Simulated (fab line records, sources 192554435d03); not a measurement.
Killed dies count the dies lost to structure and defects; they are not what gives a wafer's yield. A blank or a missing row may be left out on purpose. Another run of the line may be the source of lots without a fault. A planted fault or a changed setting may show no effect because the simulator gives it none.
Chamber matching + flow n5-finfet + 4 sister chambers for N5_BEOL_M0_SAQP_CUT_ETCH_46 on rie-diel-03
The step etches SOC in N2/H2, target depth 135 nm, overetch 27 nm, time 202.5 s. 4 wafers are shown with their chamber, then 10 later ones without.

EACH WAFER AND ITS CHAMBER
| wafer  | chamber | showerhead-plenum-p-Torr (Torr) |
|--------|---------|---------------------------------|
| L081.2 | 2       | 2.48                            |
| L082.4 | 1       | 2.42                            |
| L083.1 | 3       | 2.40                            |
| L083.3 | 0       | 2.59                            |

WAFERS WITHOUT THEIR CHAMBER
| wafer  | showerhead-plenum-p-Torr (Torr) |
|--------|---------------------------------|
| L083.4 | 2.48                            |
| L094.2 | 2.41                            |
| L094.3 | 2.47                            |
| L094.5 | 2.48                            |
| L095.1 | 2.58                            |
| L095.4 | 2.58                            |
| L095.6 | 2.47                            |
| L097.2 | 2.47                            |
| L097.5 | 2.57                            |
| L097.6 | 2.40                            |

WHICH CHAMBER EACH ONE RAN IN
| wafer  | from the rows above     | in truth                   |
|--------|-------------------------|----------------------------|
| L083.4 | 2                       | 2                          |
| L094.2 | can't be placed: 1 or 3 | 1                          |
| L094.3 | 2                       | 2                          |
| L094.5 | 2                       | 2                          |
| L095.1 | 0                       | 0                          |
| L095.4 | 0                       | 0                          |
| L095.6 | 2                       | 2                          |
| L097.2 | 2                       | 2                          |
| L097.5 | 0                       | 0                          |
| L097.6 | 3                       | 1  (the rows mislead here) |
Correct placement for 8 of the 10. Unplaceable from these rows: 1, with the true chamber sitting among the candidates in 1. Number placed wrongly: 1.
How it was worked out, from the rows above alone: a wafer's distance from a chamber is the root of the sum, over the readings, of the square of ((its reading less the chamber's mean) divided by the reading's scatter). The wafer belongs to the nearest chamber; if the next one is less than 2 further off, it can't be placed. For every chamber, the mean is computed from those of its wafers that are shown. The scatter (one wafer shown for each chamber): square how far every hidden wafer sits from the nearest shown wafer, average those squares and take the square root.
